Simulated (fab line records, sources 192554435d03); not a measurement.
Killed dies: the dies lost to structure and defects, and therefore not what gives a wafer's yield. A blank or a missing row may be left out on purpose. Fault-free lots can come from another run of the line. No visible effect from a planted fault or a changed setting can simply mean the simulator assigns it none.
Chamber matching -- flow n5_finfet -- 4 sister chambers for N5_BEOL_M2_ETCHBACK_99 on rie_diel-03
The step etches SiO2 in CHF3, target depth 5 nm, time 10.4 s. 4 wafers are shown with their chamber, then 9 later ones without.

== WAFERS PAIRED WITH THEIR CHAMBERS ==
wafer,chamber,throttle_valve_pct (%)
L079.5,3,17.43
L087.5,1,17.05
L090.5,0,16.52
L090.6,2,17.05

== WAFERS WITH NO CHAMBER GIVEN ==
wafer,throttle_valve_pct (%)
L093.2,17.08
L093.3,16.53
L093.4,17.06
L092.4,17.05
L092.5,17.06
L092.6,17.07
L095.2,17.07
L095.4,16.57
L095.6,16.56

== WHICH CHAMBER EACH ONE RAN IN ==
wafer,from the rows above,in truth
L093.2,can't be placed: 1 or 2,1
L093.3,0,0
L093.4,can't be placed: 1 or 2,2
L092.4,can't be placed: 1 or 2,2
L092.5,can't be placed: 1 or 2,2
L092.6,can't be placed: 1 or 2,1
L095.2,can't be placed: 1 or 2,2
L095.4,0,0
L095.6,0,0
Correctly placed: 3 of 9. Unplaceable from these rows: 6, with the true chamber sitting among the candidates in 6. Number placed wrongly: 0.
How it was worked out, from the rows above alone: a wafer's distance from a chamber is the root of the sum, over the readings, of the square of ((its reading less the chamber's mean) divided by the reading's scatter). If the next closest chamber is less than 2 further off than the closest, the wafer can't be placed; otherwise it belongs to the closest. Each chamber's mean is taken over the wafers shown for it. The scatter: root of mean squared gap, hidden wafer to nearest shown wafer, with one shown wafer a chamber.
